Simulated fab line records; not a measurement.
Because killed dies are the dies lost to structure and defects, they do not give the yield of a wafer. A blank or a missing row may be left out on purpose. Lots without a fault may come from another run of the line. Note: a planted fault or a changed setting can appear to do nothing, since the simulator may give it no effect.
Matching of chambers + flow nandHarc + pecvd-03 running NHARC_P_M0_PRE_CLEAN_31: 3 sister chambers
The step time 12 s. 27 wafers are shown with their chamber, then 12 later ones without.

## WAFERS, EACH WITH ITS CHAMBER
| wafer  | chamber | heaterPowerW (W) |
|--------|---------|------------------|
| L076.2 | 1       | 650              |
| L076.4 | 2       | 777              |
| L076.6 | 0       | 571              |
| L076.1 | 2       | 801              |
| L076.3 | 0       | 578              |
| L076.5 | 1       | 648              |
| L079.1 | 1       | 674              |
| L079.2 | 2       | 826              |
| L079.3 | 0       | 586              |
| L085.2 | 2       | 703              |
| L085.4 | 1       | 654              |
| L085.6 | 2       | 698              |
| L086.2 | 2       | 829              |
| L086.5 | 2       | 822              |
| L086.6 | 1       | 720              |
| L087.2 | 1       | 664              |
| L087.3 | 0       | 563              |
| L087.5 | 2       | 819              |
| L087.1 | 2       | 821              |
| L087.4 | 1       | 667              |
| L087.6 | 0       | 569              |
| L089.3 | 1       | 663              |
| L089.4 | 2       | 706              |
| L089.6 | 1       | 665              |
| L093.1 | 0       | 501              |
| L093.2 | 1       | 688              |
| L093.4 | 2       | 748              |

SIGNATURES (averages over the wafers above)
| reading      | chamber 0 | chamber 1 | chamber 2 | scatter within a chamber |
|--------------|-----------|-----------|-----------|--------------------------|
| heaterPowerW | 561.33    | 669.30    | 777.27    | 39.7                     |
Rule: for a wafer and a chamber, the distance is found by dividing, reading by reading, the gap between the wafer's reading and the chamber's mean by the reading's scatter, squaring, summing and taking the root. The wafer belongs to the nearest chamber; if the next one is less than 2 further off, it can't be placed. The scatter: take each reading less its chamber's mean, square it, sum over the shown wafers, divide by the number of wafers less the number of chambers, and take the root.

## WAFERS MISSING THEIR CHAMBER
| wafer  | heaterPowerW (W) |
|--------|------------------|
| L092.1 | 532              |
| L092.5 | 520              |
| L092.6 | 806              |
| L094.2 | 709              |
| L094.3 | 624              |
| L094.6 | 615              |
| L096.3 | 831              |
| L096.4 | 569              |
| L096.6 | 692              |
| L097.3 | 573              |
| L097.5 | 598              |
| L097.6 | 665              |

## EACH ONE'S CHAMBER
| wafer  | from the rows above     | in truth |
|--------|-------------------------|----------|
| L092.1 | 0                       | 0        |
| L092.5 | 0                       | 0        |
| L092.6 | 2                       | 2        |
| L094.2 | can't be placed: 1 or 2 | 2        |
| L094.3 | can't be placed: 1 or 0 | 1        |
| L094.6 | can't be placed: 0 or 1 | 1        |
| L096.3 | 2                       | 2        |
| L096.4 | 0                       | 0        |
| L096.6 | can't be placed: 1 or 2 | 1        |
| L097.3 | 0                       | 0        |
| L097.5 | can't be placed: 0 or 1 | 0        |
| L097.6 | 1                       | 1        |
Correctly placed: 7 of 12. These rows do not allow placing 5 (true chamber among the candidates in 5). 0 placed wrongly.
